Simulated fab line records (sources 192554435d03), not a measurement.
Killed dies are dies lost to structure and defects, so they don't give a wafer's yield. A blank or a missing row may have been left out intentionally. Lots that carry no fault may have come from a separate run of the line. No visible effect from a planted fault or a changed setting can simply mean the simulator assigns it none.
Matching of chambers / flow n5Finfet / N5_MOL_CONTACT_COAG_CMP_23 on cmp-03: 4 sister chambers
The step polishes, stops on SiO2, t overpolish 1.5 s, target thk 0 nm. 4 wafers are shown with their chamber, then 11 later ones without.

## EACH WAFER AND ITS CHAMBER
wafer=L088.3; chamber=0; timeToEndpointS (s)=12.1
wafer=L088.4; chamber=3; timeToEndpointS (s)=8.6
wafer=L088.6; chamber=2; timeToEndpointS (s)=7.8
wafer=L089.3; chamber=1; timeToEndpointS (s)=10.6

## WAFERS WITH NO CHAMBER GIVEN
wafer=L089.4; timeToEndpointS (s)=8.3
wafer=L089.6; timeToEndpointS (s)=8.1
wafer=L090.2; timeToEndpointS (s)=12.9
wafer=L090.4; timeToEndpointS (s)=11.4
wafer=L090.6; timeToEndpointS (s)=9.3
wafer=L093.1; timeToEndpointS (s)=11.4
wafer=L093.2; timeToEndpointS (s)=7.2
wafer=L093.5; timeToEndpointS (s)=14.1
wafer=L097.2; timeToEndpointS (s)=9.2
wafer=L097.4; timeToEndpointS (s)=13.1
wafer=L097.6; timeToEndpointS (s)=13.5

## WHICH CHAMBER EACH ONE RAN IN
wafer=L089.4; from the rows above=can't be placed: 3 or 2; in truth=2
wafer=L089.6; from the rows above=can't be placed: 2 or 3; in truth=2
wafer=L090.2; from the rows above=can't be placed: 0 or 1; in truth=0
wafer=L090.4; from the rows above=can't be placed: 0 or 1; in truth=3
wafer=L090.6; from the rows above=can't be placed: 3 or 1 or 2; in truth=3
wafer=L093.1; from the rows above=can't be placed: 0 or 1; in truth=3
wafer=L093.2; from the rows above=can't be placed: 2 or 3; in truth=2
wafer=L093.5; from the rows above=can't be placed: 0 or 1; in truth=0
wafer=L097.2; from the rows above=can't be placed: 3 or 2 or 1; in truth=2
wafer=L097.4; from the rows above=can't be placed: 0 or 1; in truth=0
wafer=L097.6; from the rows above=can't be placed: 0 or 1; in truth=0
Placed correctly: 0 of 11. These rows do not allow placing 11 (true chamber among the candidates in 9). Wrongly placed: 0.
How it was worked out, from the rows above alone: a wafer's distance from a chamber is the root of the sum, over the readings, of the square of ((its reading less the chamber's mean) divided by the reading's scatter). If the next closest chamber is less than 2 further off than the closest, the wafer can't be placed; otherwise it belongs to the closest. The mean given for a chamber averages the wafers shown for that chamber. The scatter: with one shown wafer a chamber, the root of the mean of the squares of how far each hidden wafer lies from its nearest shown one.
